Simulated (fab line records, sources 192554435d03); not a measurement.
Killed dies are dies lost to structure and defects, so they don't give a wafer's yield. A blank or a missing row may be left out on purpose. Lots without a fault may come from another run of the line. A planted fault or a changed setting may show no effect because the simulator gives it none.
Split-lot experiment | flow n5_finfet | 7 lots, 39 wafers read, on a route of 1938 steps

THE SPLIT
At N5_PMOS_HMC_CHANNEL_EPI_HM_DEP_34 (deposits SiO2 from TEOS/O2, target thk 36 nm, time 6.9 s), the setting time_s was moved away from the recipe's 6.9 s on 12 of the 39 wafers read, by -20.9% to +41.1%. The other wafers ran this setting at the recipe's value.

The reading is taken at the split's own step.

THE READING
SiO2_of_PMOS_HMC_CHANNEL_EPI_HM_DEP_34.thk_nm (the simulator's own value, which no gauge read), in nm, at N5_PMOS_HMC_CHANNEL_EPI_HM_DEP_34 (deposits SiO2 from TEOS/O2, target thk 36 nm, time 6.9 s). The file gives no usual value for it. The 27 wafers here that ran the recipe average 35.77 nm, standard deviation 0.47 nm.

wafer  | tool, chamber at the split | time_s as run, s | against the recipe | SiO2_of_PMOS_HMC_CHANNEL_EPI_HM_DEP_34.thk_nm, nm | against lot-mates on the recipe
L074.1 | pecvd-01, 0                | 6.9              | recipe             | 35.41                                             | -
L074.2 | pecvd-01, 1                | 6.9              | recipe             | 35.34                                             | -
L074.3 | pecvd-01, 2                | 6.9              | recipe             | 35.42                                             | -
L074.4 | pecvd-01, 0                | 6.9              | recipe             | 35.74                                             | -
L074.5 | pecvd-01, 2                | 6.9              | recipe             | 35.99                                             | -
L074.6 | pecvd-01, 1                | 6.9              | recipe             | 35.73                                             | -
L079.1 | pecvd-03, 0                | 6.9              | recipe             | 35.67                                             | -
L079.2 | pecvd-03, 1                | 6.9              | recipe             | 36.09                                             | -
L079.3 | pecvd-03, 0                | 6.9              | recipe             | 36.72                                             | -
L079.4 | pecvd-03, 1                | 6.9              | recipe             | 36.41                                             | -
L079.5 | pecvd-03, 0                | 6.9              | recipe             | 36.13                                             | -
L079.6 | pecvd-03, 1                | 6.9              | recipe             | 36.26                                             | -
L080.1 | pecvd-03, 1                | 6.9              | recipe             | 35.71                                             | -
L080.2 | pecvd-03, 0                | 5.602            | -18.8%             | 29.04                                             | -6.51
L080.3 | pecvd-03, 2                | 6.9              | recipe             | 35.49                                             | -
L080.4 | pecvd-03, 1                | 5.602            | -18.8%             | 30.02                                             | -5.53
L080.5 | pecvd-03, 2                | 6.9              | recipe             | 35.45                                             | -
L080.6 | pecvd-03, 0                | 5.602            | -18.8%             | 29.21                                             | -6.34
L081.1 | pecvd-04, 0                | 6.9              | recipe             | 35.36                                             | -
L081.2 | pecvd-04, 2                | 6.9              | recipe             | 35.45                                             | -
L081.3 | pecvd-04, 1                | 6.9              | recipe             | 35.34                                             | -
L086.1 | pecvd-04, 0                | 9.492            | +37.6%             | 48.31                                             | +12.60
L086.2 | pecvd-04, 2                | 9.492            | +37.6%             | 48.56                                             | +12.85
L086.3 | pecvd-04, 1                | 6.9              | recipe             | 35.07                                             | -
L086.4 | pecvd-04, 2                | 9.492            | +37.6%             | 49.13                                             | +13.42
L086.5 | pecvd-04, 1                | 6.9              | recipe             | 35.61                                             | -
L086.6 | pecvd-04, 0                | 6.9              | recipe             | 36.46                                             | -
L088.1 | pecvd-01, 0                | 9.733            | +41.1%             | 49.48                                             | +14.19
L088.2 | pecvd-01, 1                | 6.9              | recipe             | 35.36                                             | -
L088.3 | pecvd-01, 2                | 6.9              | recipe             | 35                                                | -
L088.4 | pecvd-01, 0                | 9.733            | +41.1%             | 49.83                                             | +14.54
L088.5 | pecvd-01, 2                | 6.9              | recipe             | 35.52                                             | -
L088.6 | pecvd-01, 1                | 9.733            | +41.1%             | 50.12                                             | +14.83
L097.1 | pecvd-04, 1                | 5.456            | -20.9%             | 27.99                                             | -8.37
L097.2 | pecvd-04, 0                | 6.9              | recipe             | 36.23                                             | -
L097.3 | pecvd-04, 2                | 5.456            | -20.9%             | 28.66                                             | -7.70
L097.4 | pecvd-04, 2                | 5.456            | -20.9%             | 29.26                                             | -7.10
L097.5 | pecvd-04, 1                | 6.9              | recipe             | 36.04                                             | -
L097.6 | pecvd-04, 0                | 6.9              | recipe             | 36.8                                              | -

THE FIT
A straight line over all 39 wafers: SiO2_of_PMOS_HMC_CHANNEL_EPI_HM_DEP_34.thk_nm changes by +0.342 nm for each +1% of time_s; r = +1.00; the points scatter about the line by 0.47 nm.
The same after taking each lot's own level away (the mean of its wafers on the recipe; 39 wafers): +0.35 nm for each +1%; r = +1.00; scatter 0.39 nm.
On that fit, the largest move of time_s shifts the reading by 14 nm.
The lots' own levels span 35.293 to 36.357 nm, that is 2.2 times the standard deviation above.
So the lot-to-lot level changes the slope little: the two slopes agree.
Check: with one of the wafers moved furthest among these (+41.1%) left out of the fit, the line predicts +14.4 nm for it against its lot-mates. It came out at +14.2 nm against them.

THE FILE'S OWN FIT
SiO2_of_PMOS_HMC_CHANNEL_EPI_HM_DEP_34.thk_nm changes by +0.35 nm for each +1% of time_s, r = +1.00.
